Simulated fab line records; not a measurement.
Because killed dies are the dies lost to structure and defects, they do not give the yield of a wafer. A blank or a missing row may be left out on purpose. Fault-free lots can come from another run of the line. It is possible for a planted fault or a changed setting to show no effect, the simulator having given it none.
fab line records	flow n5_finfet
record lots=24	wafers=72	last_day=20
route steps=1938 shown SDB@358 DUMMY_REMOVAL@377 HKMG_FIN@398 GATE_CUT@498
lots untouched by any fault: they come from a run of this same line in which no faults occurred
start_h: hours from the record's opening day to when the first of the lot's shown wafers began	wait_h: how many hours have passed since the lot's step before this one	" repeats the value in the row above	L1.1+2: one row covering several wafers at once	- value missing, or start not given	* or withheld: withheld	< > ~ a bound
route shown NAME@n: NAME is a module with steps in the file, n the number in the route of the first one	usual: mean/standard deviation taken from wafers without a fault	same: alike in all rows	chamber/n: place in a boat	sites: per-site readings	_std_site: standard deviation across them	_edge_site: mean of outer sites minus mean of inner sites	radius_mm: for every site, how far away it sits from the centre of the wafer	mask NAME#n: copy n	behind: the tool/chamber that last shaped the wafer	hold: why the lot was held/for how many hours/how that ended	device: transistor that didn't switch, given as n, p or np	end of line: the tests these same wafers got at the end of their route	step lacking rows: just its recipe	killed: not the wafer's yield, but the dies lost to structure and defects at the first sort	map: per-die view of a wafer (x killed, . not killed, _ where there is no die)
set.NAME: the run value of the setting; set.NAME@STEP: its run value at that earlier step	model.NAME: the simulator's own value behind a step, which no gauge read
a sample of lots followed through the steps of the route, with each step as a table and each wafer as a row
services: a tool's chamber out of use, with start hour (start_h, from the record's first day; less than 0 if before it), hours out, and reason
## steps
# step N5_SDB_INSPECT_13
# recipe mode=adi	inspect_instrument=brightfield
# usual raw_defect_count=72/30
lot.wafer	tool	chamber	start_h	wait_h	raw_defect_count
L074.2	defect_inspect-02	-	65.62	0.0	65
L074.5	"	-	"	"	199
L074.6	"	-	"	"	89
L075.2	defect_inspect-01	-	75.42	0.0	44
L075.3	"	-	"	"	49
L075.4	"	-	"	"	61
L076.1	defect_inspect-01	-	80.30	0.0	98
L076.2	"	-	"	"	73
L076.4	"	-	"	"	41
L077.1	defect_inspect-02	-	84.89	0.0	33
L077.2	"	-	"	"	43
L077.5	"	-	"	"	67
L078.1	defect_inspect-02	-	87.54	0.0	57
L078.3	"	-	"	"	20
L078.5	"	-	"	"	92
L079.3	defect_inspect-02	-	97.94	0.0	49
L079.5	"	-	"	"	85
L079.6	"	-	"	"	93
L080.3	defect_inspect-02	-	101.21	0.0	26
L080.5	"	-	"	"	50
L080.6	"	-	"	"	74
L081.1	defect_inspect-02	-	109.64	0.0	90
L081.3	"	-	"	"	162
L081.6	"	-	"	"	89
L082.1	defect_inspect-01	-	115.67	0.0	59
L082.3	"	-	"	"	75
L082.4	"	-	"	"	111
L083.1	defect_inspect-01	-	120.65	0.0	53
L083.4	"	-	"	"	54
L083.6	"	-	"	"	35
L084.1	defect_inspect-01	-	125.13	0.0	78
L084.2	"	-	"	"	52
L084.4	"	-	"	"	74
L085.2	defect_inspect-01	-	132.24	0.0	68
L085.3	"	-	"	"	42
L085.6	"	-	"	"	56
L086.1	defect_inspect-02	-	142.05	0.0	95
L086.4	"	-	"	"	61
L086.6	"	-	"	"	111
L087.2	defect_inspect-02	-	144.29	0.0	58
L087.3	"	-	"	"	29
L087.5	"	-	"	"	94
L088.2	defect_inspect-02	-	151.15	0.0	45
L088.4	"	-	"	"	67
L088.5	"	-	"	"	71
L089.2	defect_inspect-02	-	159.02	0.0	54
L089.4	"	-	"	"	126
L089.5	"	-	"	"	39
L090.1	defect_inspect-02	-	160.13	0.0	108
L090.4	"	-	"	"	52
L090.5	"	-	"	"	83
L091.1	defect_inspect-02	-	187.00	0.0	41
L091.4	"	-	"	"	119
L091.6	"	-	"	"	102
L092.1	defect_inspect-01	-	188.09	0.0	51
L092.2	"	-	"	"	57
L092.5	"	-	"	"	36
L093.1	defect_inspect-02	-	190.26	0.0	81
L093.3	"	-	"	"	151
L093.5	"	-	"	"	89
L096.1	defect_inspect-01	-	231.70	0.0	69
L096.2	"	-	"	"	53
L096.3	"	-	"	"	48
L095.1	defect_inspect-01	-	233.14	0.0	51
L095.2	"	-	"	"	48
L095.4	"	-	"	"	48
L094.1	defect_inspect-01	-	233.92	0.0	71
L094.4	"	-	"	"	80
L094.5	"	-	"	"	115
L097.4	defect_inspect-02	-	235.19	0.0	93
L097.5	"	-	"	"	141
L097.6	"	-	"	"	145
# step N5_SDB_ALD_29
# recipe material=SiNx	target_thk_a=300	temp_c=400	ald_precursor_family=SiH2I2	ald_co_reactant=N2/H2-plasma	pulse_time_s=1	ald_cycles=600	purge_time_s=2	co_reactant_purge_time_s=2	pressure_torr=2
# usual heater_power_w=853/88	precursor_pulse_height_rel=0.999/0.019
lot.wafer	tool	chamber	start_h	wait_h	heater_power_w	precursor_pulse_height_rel
L074.2	ald_sin-01	3	66.77	0.3	767	0.963
L074.5	"	0	68.12	1.7	1027	0.969
L074.6	"	1	"	"	855	1.020
L075.2	ald_sin-04	1	76.37	0.0	868	0.999
L075.3	"	2	"	"	957	1.022
L075.4	"	3	"	"	977	0.979
L076.1	ald_sin-01	2	81.38	0.1	969	0.984
L076.2	"	3	"	"	734	0.969
L076.4	"	1	"	"	870	0.995
L077.1	ald_sin-02	2	85.72	0.0	763	1.032
L077.2	"	0	"	"	766	0.963
L077.5	"	3	87.07	1.4	837	1.012
L078.1	ald_sin-04	1	88.43	0.0	883	1.010
L078.3	"	3	"	"	989	1.029
L078.5	"	0	89.78	1.4	728	0.983
L079.3	ald_sin-04	3	99.14	0.1	995	0.986
L079.5	"	2	100.49	1.4	966	0.995
L079.6	"	3	"	"	952	0.999
L080.3	ald_sin-02	0	102.61	0.0	816	1.006
L080.5	"	1	103.96	1.4	834	0.984
L080.6	"	2	"	"	780	0.968
L081.1	ald_sin-04	1	110.57	0.0	876	1.024
L081.3	"	0	"	"	727	1.026
L081.6	"	3	111.92	1.4	989	0.980
L082.1	ald_sin-02	2	116.54	0.0	773	0.960
L082.3	"	0	"	"	786	0.969
L082.4	"	2	117.90	1.4	766	1.000
L083.1	ald_sin-01	3	121.86	0.0	754	0.986
L083.4	"	0	"	"	950	1.028
L083.6	"	1	123.21	1.4	823	0.999
L084.1	ald_sin-01	1	125.96	0.0	822	1.019
L084.2	"	0	"	"	986	1.007
L084.4	"	3	"	"	755	0.985
L085.2	ald_sin-02	0	133.26	0.0	784	0.994
L085.3	"	1	"	"	845	1.005
L085.6	"	3	134.61	1.4	834	0.996
L086.1	ald_sin-01	3	143.16	0.3	753	0.988
L086.4	"	0	"	"	967	0.992
L086.6	"	2	144.51	1.7	956	1.009
L087.2	ald_sin-01	3	145.96	0.7	737	1.010
L087.3	"	0	"	"	964	1.022
L087.5	"	2	147.31	2.0	962	0.977
L088.2	ald_sin-02	0	151.98	0.0	812	1.020
L088.4	"	2	"	"	779	1.018
L088.5	"	3	153.33	1.4	840	0.970
L089.2	ald_sin-02	1	159.85	0.0	823	1.010
L089.4	"	2	"	"	773	1.009
L089.5	"	0	161.21	1.4	814	1.005
L090.1	ald_sin-01	3	161.13	0.0	754	0.990
L090.4	"	2	"	"	956	1.026
L090.5	"	3	162.48	1.4	762	1.004
L091.1	ald_sin-01	1	190.26	2.5	839	1.017
L091.4	"	3	191.61	3.8	752	1.004
L091.6	"	1	"	"	824	0.994
L092.1	ald_sin-02	3	190.75	1.9	819	0.997
L092.2	"	2	"	"	719	0.973
L092.5	"	1	192.10	3.2	871	0.996
L093.1	ald_sin-04	2	191.72	0.7	972	0.996
L093.3	"	3	"	"	969	0.979
L093.5	"	1	193.07	2.0	873	0.988
L096.1	ald_sin-02	3	233.48	1.0	810	1.007
L096.2	"	0	"	"	763	0.988
L096.3	"	1	"	"	838	1.028
L095.1	ald_sin-04	1	233.97	0.0	868	0.992
L095.2	"	3	"	"	962	0.958
L095.4	"	0	"	"	736	1.031
L094.1	ald_sin-01	1	235.01	0.2	836	0.993
L094.4	"	0	"	"	975	1.019
L094.5	"	0	236.36	1.6	984	0.964
L097.4	ald_sin-02	1	236.82	0.0	847	1.009
L097.5	"	2	238.17	1.4	737	0.992
L097.6	"	3	"	"	843	0.998
# step N5_DUMMY_REMOVAL_HM_STRIP_01
# recipe chemistry=CH3F/O2	material=SiNx	target_depth_a=40	stop_on=poly-Si	time_s=6.8	over_etch_frac=0.3	ion_energy_ev=60	power_w=410	bias_w=29	Ar_flow_sccm=150	CH3F_flow_sccm=30	O2_flow_sccm=20
# usual CH3F_flow_sccm=30.01/0.089	drypump_motor_current_A=5.7/0.3	oes_product_au=0.62/0.058	rf_vpp_V=127.4/1	showerhead_plenum_p_Torr=2.00/0.07	throttle_valve_pct=16.43/0.18
lot.wafer	tool	chamber	start_h	wait_h	CH3F_flow_sccm	drypump_motor_current_A	oes_product_au	rf_hours_counter_h	rf_vpp_V	showerhead_plenum_p_Torr	throttle_valve_pct
L074.2	rie_diel-03	3	69.86	0.0	30.02	5.5	0.60	143	127.8	2.09	16.43
L074.5	"	0	"	"	30.06	5.9	0.69	-	129.4	2.11	16.23
L074.6	"	1	"	"	29.86	5.8	0.60	-	127.7	2.01	16.62
L075.2	rie_diel-05	1	79.46	0.0	30.05	5.3	0.76	12	128.0	2.05	16.00
L075.3	"	2	"	"	29.85	6.2	0.55	241	127.4	1.97	16.68
L075.4	"	3	"	"	30.01	6.4	0.63	131	127.8	2.00	16.58
L076.1	rie_diel-03	1	84.83	0.4	29.90	5.7	0.61	152	126.9	2.01	16.64
L076.2	"	0	"	"	30.05	5.9	0.68	65	128.5	2.11	16.25
L076.4	"	2	"	"	30.03	5.7	0.59	176	126.9	1.92	16.45
L077.1	rie_diel-02	1	88.81	0.0	29.95	5.6	0.63	136	127.7	1.92	16.48
L077.2	"	0	"	"	30.07	4.8	0.57	228	127.3	2.05	16.61
L077.5	"	0	"	"	30.16	4.8	0.57	-	127.6	2.05	16.60
L078.1	rie_diel-02	1	91.52	0.0	29.88	5.6	0.63	137	125.7	1.92	16.48
L078.3	"	2	"	"	29.95	6.0	0.72	36	126.7	1.96	16.27
L078.5	"	3	"	"	30.06	5.9	0.61	-	126.5	1.92	16.24
L079.3	rie_diel-02	0	102.47	0.3	30.06	4.8	0.57	229	127.9	2.05	16.61
L079.5	"	3	"	"	30.05	5.9	0.60	-	127.6	1.92	16.24
L079.6	"	2	"	"	30.14	6.1	0.72	-	126.2	1.96	16.28
L080.3	rie_diel-05	2	105.70	0.0	30.16	6.2	0.54	250	126.9	1.97	16.69
L080.5	"	2	"	"	30.17	6.2	0.55	-	127.0	1.97	16.68
L080.6	"	1	"	"	30.07	5.3	0.74	-	128.0	2.05	16.01
L081.1	rie_diel-03	1	113.66	0.0	29.94	5.8	0.60	161	128.4	2.01	16.64
L081.3	"	3	"	"	29.98	5.5	0.59	155	128.7	2.09	16.47
L081.6	"	0	"	"	30.04	5.9	0.68	-	127.5	2.10	16.28
L082.1	rie_diel-03	2	119.63	0.0	30.09	5.7	0.58	186	126.2	1.92	16.46
L082.3	"	3	"	"	29.96	5.5	0.60	158	128.7	2.09	16.45
L082.4	"	2	"	"	30.11	5.7	0.59	-	126.3	1.92	16.48
L083.1	rie_diel-03	0	124.95	0.0	29.88	5.9	0.67	76	129.2	2.10	16.28
L083.4	"	2	"	"	29.96	5.7	0.58	188	125.4	1.92	16.47
L083.6	"	0	"	"	29.91	5.9	0.67	-	129.5	2.10	16.29
L084.1	rie_diel-03	2	129.04	0.0	30.03	5.7	0.58	189	127.4	1.92	16.48
L084.2	"	1	"	"	29.90	5.7	0.60	166	126.5	2.00	16.66
L084.4	"	3	"	"	29.94	5.5	0.59	161	128.5	2.09	16.48
L085.2	rie_diel-05	1	136.35	0.0	29.96	5.3	0.73	32	128.0	2.04	16.04
L085.3	"	0	"	"	30.05	5.8	0.57	206	126.5	1.98	16.19
L085.6	"	1	"	"	30.07	5.4	0.74	-	128.2	2.04	16.04
L086.1	rie_diel-02	1	146.25	0.0	29.98	5.6	0.62	151	127.1	1.92	16.51
L086.4	"	0	"	"	30.04	4.8	0.56	245	128.4	2.05	16.65
L086.6	"	3	"	"	29.95	5.9	0.59	-	126.4	1.91	16.27
L087.2	rie_diel-05	2	149.25	0.2	30.12	6.2	0.78	4	127.1	1.97	16.22
L087.3	"	3	"	"	29.94	6.4	0.61	146	127.2	2.00	16.61
L087.5	"	3	"	"	29.97	6.4	0.62	-	128.8	2.00	16.62
L088.2	rie_diel-03	2	155.11	0.1	30.02	5.7	0.57	198	124.9	1.91	16.50
L088.4	"	1	"	"	29.96	5.7	0.59	174	126.8	2.00	16.68
L088.5	"	2	"	"	30.12	5.7	0.57	-	124.6	1.91	16.50
L089.2	rie_diel-03	2	163.19	0.3	30.04	5.7	0.57	202	126.4	1.91	16.50
L089.4	"	3	"	"	29.95	5.5	0.58	173	128.3	2.08	16.50
L089.5	"	2	"	"	29.90	5.7	0.57	-	125.9	1.91	16.49
L090.1	rie_diel-03	2	164.60	0.4	30.03	5.7	0.57	203	126.9	1.91	16.50
L090.4	"	1	"	"	29.92	5.7	0.59	179	126.7	2.00	16.70
L090.5	"	2	"	"	30.00	5.7	0.57	-	127.0	1.91	16.51
L091.1	rie_diel-02	1	193.35	0.0	29.99	5.6	0.62	160	126.7	1.91	16.53
L091.4	"	1	"	"	30.06	5.6	0.61	-	127.1	1.91	16.53
L091.6	"	3	"	"	29.88	5.9	0.60	-	127.4	1.91	16.28
L092.1	rie_diel-02	1	193.85	0.0	30.05	5.6	0.61	160	127.4	1.91	16.54
L092.2	"	3	"	"	29.81	5.9	0.59	181	126.1	1.91	16.30
L092.5	"	3	"	"	29.90	5.9	0.59	-	127.2	1.91	16.28
L093.1	rie_diel-03	0	194.80	0.0	29.93	6.0	0.66	97	127.6	2.10	16.31
L093.3	"	1	"	"	30.15	5.7	0.59	188	127.4	2.00	16.71
L093.5	"	3	"	"	29.86	5.5	0.57	-	127.8	2.08	16.52
L096.1	rie_diel-03	1	236.56	0.0	29.95	5.7	0.59	195	126.6	1.99	16.72
L096.2	"	3	"	"	29.89	5.5	0.57	189	126.8	2.08	16.52
L096.3	"	2	"	"	29.95	5.7	0.56	218	127.2	1.91	16.53
L095.1	rie_diel-03	3	237.06	0.0	29.97	5.5	0.57	189	127.7	2.08	16.51
L095.2	"	2	"	"	30.01	5.7	0.56	218	125.4	1.91	16.54
L095.4	"	1	"	"	30.02	5.7	0.58	195	127.0	1.99	16.70
L094.1	rie_diel-02	2	238.14	0.1	30.05	6.1	0.69	72	125.5	1.95	16.33
L094.4	"	3	"	"	29.96	5.9	0.59	189	125.2	1.91	16.30
L094.5	"	2	"	"	30.09	6.0	0.68	-	127.0	1.95	16.34
L097.4	rie_diel-03	2	239.91	0.0	29.89	5.7	0.56	219	126.9	1.91	16.54
L097.5	"	3	"	"	29.90	5.4	0.58	-	127.8	2.08	16.52
L097.6	"	0	"	"	30.00	5.9	0.65	-	127.4	2.09	16.34
# step N5_HKMG_FIN_CD_MEAS_49
# recipe target_cd_nm=202	landing_energy_ev=500	detector=se_inlens	polarity=opening
# usual cd_nm=202.0/0.51
lot.wafer	tool	chamber	start_h	wait_h	cd_nm
L074.2	cd_sem-03	0	71.66	-	202.2
L074.5	"	0	"	"	201.9
L074.6	"	0	"	"	203.0
L075.2	cd_sem-01	0	81.16	-	202.1
L075.3	"	0	"	"	201.6
L075.4	"	0	"	"	203.2
L076.1	cd_sem-02	0	86.53	-	202.4
L076.2	"	0	"	"	202.5
L076.4	"	0	"	"	202.9
L077.1	cd_sem-03	0	90.32	-	201.5
L077.2	"	0	"	"	201.0
L077.5	"	0	"	"	201.5
L078.1	cd_sem-01	0	93.01	-	201.3
L078.3	"	0	"	"	201.2
L078.5	"	0	"	"	201.2
L079.3	cd_sem-01	0	103.97	-	202.5
L079.5	"	0	"	"	202.0
L079.6	"	0	"	"	202.7
L080.3	cd_sem-03	0	107.18	-	202.5
L080.5	"	0	"	"	202.2
L080.6	"	0	"	"	203.0
L081.1	cd_sem-03	0	115.24	-	202.3
L081.3	"	0	"	"	202.3
L081.6	"	0	"	"	202.5
L082.1	cd_sem-01	0	121.13	-	201.5
L082.3	"	0	"	"	201.4
L082.4	"	0	"	"	201.6
L083.1	cd_sem-03	0	126.33	-	202.0
L083.4	"	0	"	"	202.0
L083.6	"	0	"	"	202.0
L084.1	cd_sem-02	0	130.55	-	202.6
L084.2	"	0	"	"	201.7
L084.4	"	0	"	"	202.4
L085.2	cd_sem-01	0	137.85	-	201.9
L085.3	"	0	"	"	202.0
L085.6	"	0	"	"	201.6
L086.1	cd_sem-03	0	147.75	-	202.0
L086.4	"	0	"	"	201.5
L086.6	"	0	"	"	202.0
L087.2	cd_sem-03	0	150.62	-	202.5
L087.3	"	0	"	"	202.2
L087.5	"	0	"	"	202.6
L088.2	cd_sem-02	0	156.89	-	201.1
L088.4	"	0	"	"	202.2
L088.5	"	0	"	"	201.2
L089.2	cd_sem-02	0	164.68	-	202.3
L089.4	"	0	"	"	202.4
L089.5	"	0	"	"	201.5
L090.1	cd_sem-02	0	166.10	-	201.3
L090.4	"	0	"	"	202.2
L090.5	"	0	"	"	201.9
L091.1	cd_sem-03	0	194.89	-	201.8
L091.4	"	0	"	"	202.1
L091.6	"	0	"	"	202.1
L092.1	cd_sem-03	0	195.46	-	202.5
L092.2	"	0	"	"	202.2
L092.5	"	0	"	"	203.2
L093.1	cd_sem-03	0	196.30	-	201.7
L093.3	"	0	"	"	201.7
L093.5	"	0	"	"	201.6
L096.1	cd_sem-02	0	238.07	-	201.9
L096.2	"	0	"	"	202.0
L096.3	"	0	"	"	201.9
L095.1	cd_sem-03	0	238.57	-	203.5
L095.2	"	0	"	"	202.4
L095.4	"	0	"	"	202.7
L094.1	cd_sem-03	0	240.47	-	201.7
L094.4	"	0	"	"	201.2
L094.5	"	0	"	"	202.2
L097.4	cd_sem-03	0	241.28	-	201.2
L097.5	"	0	"	"	202.0
L097.6	"	0	"	"	201.6
# step N5_HKMG_FIN_PWFM_ALD_03
# recipe material=TiN	target_thk_a=20	temp_c=400	ald_precursor_family=TiCl4	ald_co_reactant=NH3	pulse_time_s=1	purge_time_s=3	co_reactant_purge_time_s=2	co_reactant_pulse_time_s=2	ald_cycles=91	pressure_torr=3
# usual heater_power_w=915/110	precursor_pulse_height_rel=0.998/0.019
lot.wafer	tool	chamber	start_h	wait_h	heater_power_w	precursor_pulse_height_rel
L074.2	ald_metal-02	0	74.19	0.0	887	1.015
L074.5	"	1	"	"	1013	0.991
L074.6	"	2	"	"	1048	1.005
L075.2	ald_metal-04	3	83.88	0.0	902	1.019
L075.3	"	1	"	"	927	1.014
L075.4	"	0	"	"	786	0.993
L076.1	ald_metal-02	2	89.07	0.0	1084	1.019
L076.2	"	3	"	"	887	0.987
L076.4	"	1	"	"	1031	0.996
L077.1	ald_metal-01	1	92.97	0.0	905	1.022
L077.2	"	0	"	"	776	0.993
L077.5	"	0	"	"	740	0.994
L078.1	ald_metal-04	0	95.62	0.0	773	1.009
L078.3	"	1	"	"	939	1.008
L078.5	"	1	"	"	924	0.980
L079.3	ald_metal-01	3	106.61	0.0	755	1.013
L079.5	"	1	"	"	891	0.959
L079.6	"	0	"	"	759	0.984
L080.3	ald_metal-02	3	109.72	0.0	910	0.990
L080.5	"	2	"	"	1105	1.003
L080.6	"	3	"	"	883	0.989
L081.1	ald_metal-02	1	117.83	0.0	1004	1.012
L081.3	"	0	"	"	917	1.022
L081.6	"	1	"	"	1034	1.002
L082.1	ald_metal-02	1	124.01	0.0	1036	0.993
L082.3	"	2	"	"	1088	0.975
L082.4	"	0	"	"	904	1.000
L083.1	ald_metal-04	3	129.35	0.0	921	1.048
L083.4	"	2	"	"	796	0.942
L083.6	"	3	"	"	910	1.018
L084.1	ald_metal-02	2	133.28	0.0	1077	0.983
L084.2	"	1	"	"	1000	1.013
L084.4	"	3	"	"	889	1.000
L085.2	ald_metal-02	2	140.43	0.0	1093	0.964
L085.3	"	1	"	"	1044	0.979
L085.6	"	2	"	"	1070	1.005
L086.1	ald_metal-04	3	150.28	0.0	911	1.008
L086.4	"	2	"	"	796	1.010
L086.6	"	2	"	"	796	1.001
L087.2	ald_metal-01	1	153.23	0.0	912	1.009
L087.3	"	2	"	"	966	0.996
L087.5	"	2	"	"	971	0.972
L088.2	ald_metal-01	0	159.43	0.0	754	0.997
L088.4	"	3	"	"	754	1.028
L088.5	"	2	"	"	952	0.991
L089.2	ald_metal-01	0	167.28	0.0	747	0.994
L089.4	"	1	"	"	914	1.015
L089.5	"	2	"	"	936	1.020
L090.1	ald_metal-04	0	168.66	0.0	785	1.001
L090.4	"	1	"	"	919	0.994
L090.5	"	0	"	"	786	1.002
L091.1	ald_metal-02	1	197.42	0.0	1022	0.968
L091.4	"	3	"	"	898	1.020
L091.6	"	2	"	"	1081	0.979
L092.1	ald_metal-02	2	197.99	0.0	1080	1.026
L092.2	"	1	"	"	1044	0.971
L092.5	"	1	"	"	1023	1.013
L093.1	ald_metal-01	0	198.95	0.0	751	1.017
L093.3	"	1	"	"	890	0.997
L093.5	"	3	"	"	757	1.026
L096.1	ald_metal-02	0	240.60	0.0	905	0.976
L096.2	"	1	"	"	1056	1.005
L096.3	"	2	"	"	1100	0.998
L095.1	ald_metal-01	0	241.41	0.0	725	0.967
L095.2	"	2	"	"	983	1.017
L095.4	"	1	"	"	902	1.021
L094.1	ald_metal-02	0	243.01	0.0	925	1.007
L094.4	"	3	"	"	893	1.036
L094.5	"	2	"	"	1074	0.998
L097.4	ald_metal-01	1	244.33	0.0	919	0.979
L097.5	"	1	"	"	929	0.983
L097.6	"	0	"	"	759	1.057
# step N5_GATE_CUT_STRIP_42
# recipe chemistry=O2	power_w=400	temp_c=40	pressure_mtorr=30	rf_frequency_hz=6e+07	bias_power_w=0	overash_fraction=0.3	o2_flow_sccm=225
# usual drypump_motor_current_A=5.7/0.32	oes_product_au=0.77/0.077	rf_vpp_V=3.6/0.42	showerhead_plenum_p_Torr=2.09/0.074	throttle_valve_pct=16.76/0.15
lot.wafer	tool	chamber	start_h	wait_h	drypump_motor_current_A	oes_product_au	rf_hours_counter_h	rf_vpp_V	showerhead_plenum_p_Torr	throttle_valve_pct
L074.2	rie_diel-03	1	83.56	0.0	5.8	0.74	152	3.1	2.09	16.91
L074.5	"	3	"	"	5.5	0.74	-	3.7	2.19	16.78
L074.6	"	0	"	"	6.0	0.85	-	4.2	2.20	16.58
L075.2	rie_diel-02	3	93.52	0.0	5.9	0.75	153	3.5	2.02	16.61
L075.3	"	1	"	"	5.6	0.77	137	3.3	2.02	16.89
L075.4	"	3	"	"	5.9	0.75	-	3.5	2.02	16.61
L076.1	rie_diel-05	0	99.01	0.0	5.8	0.69	193	3.2	2.09	16.54
L076.2	"	2	"	"	6.2	0.67	247	3.3	2.06	16.98
L076.4	"	2	"	"	6.2	0.67	-	4.0	2.06	17.00
L077.1	rie_diel-03	1	103.35	0.0	5.7	0.74	157	3.4	2.09	16.91
L077.2	"	0	"	"	5.9	0.83	71	3.1	2.20	16.59
L077.5	"	2	"	"	5.7	0.71	-	3.4	2.00	16.79
L078.1	rie_diel-03	0	105.52	0.0	5.9	0.84	72	3.3	2.20	16.59
L078.3	"	2	"	"	5.7	0.71	181	3.0	2.00	16.77
L078.5	"	0	"	"	5.9	0.84	-	3.3	2.20	16.58
L079.3	rie_diel-02	0	116.09	0.0	4.8	0.68	235	3.7	2.16	17.04
L079.5	"	3	"	"	5.9	0.74	-	3.4	2.01	16.62
L079.6	"	2	"	"	6.0	0.89	-	3.5	2.05	16.64
L080.3	rie_diel-03	1	119.09	0.0	5.7	0.74	162	4.4	2.09	16.94
L080.5	"	2	"	"	5.7	0.72	-	3.4	2.00	16.79
L080.6	"	3	"	"	5.5	0.73	-	3.2	2.19	16.79
L081.1	rie_diel-02	1	127.39	0.0	5.6	0.76	144	3.8	2.02	16.91
L081.3	"	0	"	"	4.8	0.69	239	4.6	2.16	17.04
L081.6	"	2	"	"	6.1	0.88	-	3.6	2.05	16.63
L082.1	rie_diel-03	3	133.75	0.0	5.4	0.72	162	3.1	2.18	16.81
L082.3	"	1	"	"	5.8	0.74	167	3.5	2.09	16.95
L082.4	"	0	"	"	5.9	0.83	79	3.7	2.20	16.59
L083.1	rie_diel-03	2	138.98	0.0	5.7	0.71	192	3.3	2.00	16.80
L083.4	"	3	"	"	5.5	0.72	164	3.3	2.18	16.79
L083.6	"	1	"	"	5.7	0.74	-	3.9	2.09	16.94
L084.1	rie_diel-03	0	143.57	0.0	5.9	0.83	81	3.8	2.20	16.61
L084.2	"	1	"	"	5.7	0.73	170	4.3	2.09	16.95
L084.4	"	3	"	"	5.5	0.72	165	3.5	2.18	16.80
L085.2	rie_diel-02	3	167.43	0.0	5.9	0.74	173	4.2	2.01	16.64
L085.3	"	0	"	"	4.8	0.68	247	3.3	2.16	17.05
L085.6	"	3	"	"	5.9	0.73	-	4.0	2.01	16.65
L086.1	rie_diel-03	3	169.30	0.0	5.5	0.71	176	3.5	2.18	16.83
L086.4	"	2	"	"	5.7	0.69	205	3.5	2.00	16.82
L086.6	"	3	"	"	5.5	0.71	-	3.2	2.18	16.83
L087.2	rie_diel-03	1	169.67	0.0	5.7	0.73	182	2.6	2.08	16.97
L087.3	"	2	"	"	5.7	0.70	206	3.4	2.00	16.80
L087.5	"	2	"	"	5.7	0.70	-	4.0	2.00	16.82
L088.2	rie_diel-03	0	171.88	0.0	5.9	0.82	93	3.4	2.19	16.63
L088.4	"	2	"	"	5.7	0.70	207	4.1	2.00	16.82
L088.5	"	1	"	"	5.8	0.73	-	4.1	2.08	16.96
L089.2	rie_diel-02	3	177.24	0.0	5.9	0.73	178	3.9	2.01	16.65
L089.4	"	1	"	"	5.6	0.74	-	3.0	2.01	16.92
L089.5	"	2	"	"	6.0	0.86	-	4.2	2.05	16.64
L090.1	rie_diel-03	0	177.90	0.0	5.9	0.81	95	3.3	2.19	16.63
L090.4	"	2	"	"	5.7	0.69	209	3.2	1.99	16.83
L090.5	"	1	"	"	5.7	0.73	-	3.3	2.08	16.98
L091.1	rie_diel-02	1	214.32	0.0	5.6	0.75	162	3.9	2.01	16.93
L091.4	"	2	"	"	6.1	0.85	66	4.2	2.04	16.68
L091.6	"	3	"	"	5.9	0.73	-	3.7	2.01	16.65
L092.1	rie_diel-02	1	214.70	0.0	5.6	0.74	162	3.9	2.01	16.93
L092.2	"	2	"	"	6.1	0.86	66	3.6	2.04	16.67
L092.5	"	3	"	"	5.9	0.73	-	2.7	2.01	16.66
L093.1	rie_diel-03	0	215.19	0.0	5.9	0.80	100	3.0	2.19	16.63
L093.3	"	3	"	"	5.5	0.70	184	2.7	2.18	16.85
L093.5	"	2	"	"	5.7	0.69	-	3.2	1.99	16.82
L096.1	rie_diel-03	0	251.10	0.0	5.9	0.79	110	3.5	2.19	16.67
L096.2	"	3	"	"	5.5	0.70	193	4.1	2.17	16.86
L096.3	"	2	"	"	5.7	0.68	221	3.4	1.99	16.85
L095.1	rie_diel-05	0	252.10	0.0	5.8	0.69	224	3.8	2.08	16.58
L095.2	"	3	"	"	6.4	0.75	160	3.4	2.09	16.95
L095.4	"	1	"	"	5.4	0.88	48	3.9	2.14	16.40
L094.1	rie_diel-02	2	253.57	0.0	6.1	0.84	76	3.1	2.04	16.69
L094.4	"	0	"	"	4.8	0.96	-	3.3	2.15	16.58
L094.5	"	1	"	"	5.6	0.74	-	4.0	2.01	16.95
L097.4	rie_diel-02	2	254.72	0.0	6.1	0.85	-	3.6	2.04	16.71
L097.5	"	1	"	"	5.6	0.75	-	3.3	2.01	16.95
L097.6	"	0	"	"	4.8	0.96	-	3.6	2.15	16.59
## services
tool	chamber	start_h	hours	kind
ald_sin-04	-	43.15	6.0	pm
rie_diel-02	0	44.84	6.4	repair
ald_metal-01	1	58.11	28.7	repair
ald_sin-04	-	64.17	2.8	pm
ald_sin-01	-	86.75	14.0	pm
rie_diel-05	3	93.94	21.0	repair
rie_diel-02	1	107.68	15.5	repair
rie_diel-02	2	107.69	2.9	repair
ald_sin-02	3	111.52	6.2	repair
ald_sin-04	0	123.95	17.5	repair
ald_sin-04	-	136.29	55.4	repair
rie_diel-02	-	151.09	15.6	pm
rie_diel-05	-	153.22	28.1	pm
ald_sin-01	-	153.33	2.8	pm
ald_metal-01	-	161.02	0.6	repair
ald_sin-02	-	165.33	2.0	repair
ald_metal-02	-	170.32	2.8	pm
ald_sin-02	-	176.75	14.0	pm
rie_diel-05	3	189.24	1.3	repair
ald_sin-01	2	189.24	4.2	repair
ald_sin-02	0	238.51	2.6	repair
rie_diel-02	-	241.35	2.8	pm
rie_diel-02	3	250.98	4.4	repair
rie_diel-03	3	251.86	6.5	repair
## key
fault none
